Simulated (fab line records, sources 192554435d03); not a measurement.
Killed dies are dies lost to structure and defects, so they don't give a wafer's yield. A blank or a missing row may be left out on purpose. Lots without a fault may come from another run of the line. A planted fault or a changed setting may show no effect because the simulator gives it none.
Chamber matching | flow n5_finfet | N5_BEOL_M3_PECVD_72 on pecvd-02: 3 sister chambers
The step deposits SiO2 from TEOS/O2, target thk 16 nm, time 18 s. 3 wafers are shown with their chamber, then 10 later ones without.

WAFERS WITH THEIR CHAMBER
wafer  | chamber | showerhead_plenum_p_Torr (Torr)
L092.1 | 1       | 8.73
L093.1 | 2       | 8.86
L093.2 | 0       | 8.88

WAFERS WITHOUT THEIR CHAMBER
wafer  | showerhead_plenum_p_Torr (Torr)
L093.5 | 8.74
L094.1 | 8.73
L094.2 | 8.87
L094.4 | 8.87
L095.1 | 8.75
L095.3 | 8.87
L095.6 | 8.88
L096.2 | 8.85
L096.5 | 8.74
L096.6 | 8.86

WHICH CHAMBER EACH WENT THROUGH
wafer  | from the rows above     | in truth
L093.5 | 1                       | 1
L094.1 | 1                       | 1
L094.2 | can't be placed: 2 or 0 | 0
L094.4 | can't be placed: 2 or 0 | 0
L095.1 | 1                       | 1
L095.3 | can't be placed: 2 or 0 | 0
L095.6 | 0                       | 0
L096.2 | 2                       | 2
L096.5 | 1                       | 1
L096.6 | 2                       | 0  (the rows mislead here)
Placed correctly: 6 of 10. Can't be placed from these rows: 3 (the true chamber is among the candidates in 3). Placed wrongly: 1.
How it was worked out, from the rows above alone: a wafer's distance from a chamber is the root of the sum, over the readings, of the square of ((its reading less the chamber's mean) divided by the reading's scatter). The wafer belongs to the nearest chamber; if the next one is less than 2 further off, it can't be placed. A chamber's mean is the mean of its shown wafers. The scatter: with one shown wafer a chamber, the root of the mean of the squares of how far each hidden wafer lies from its nearest shown one.
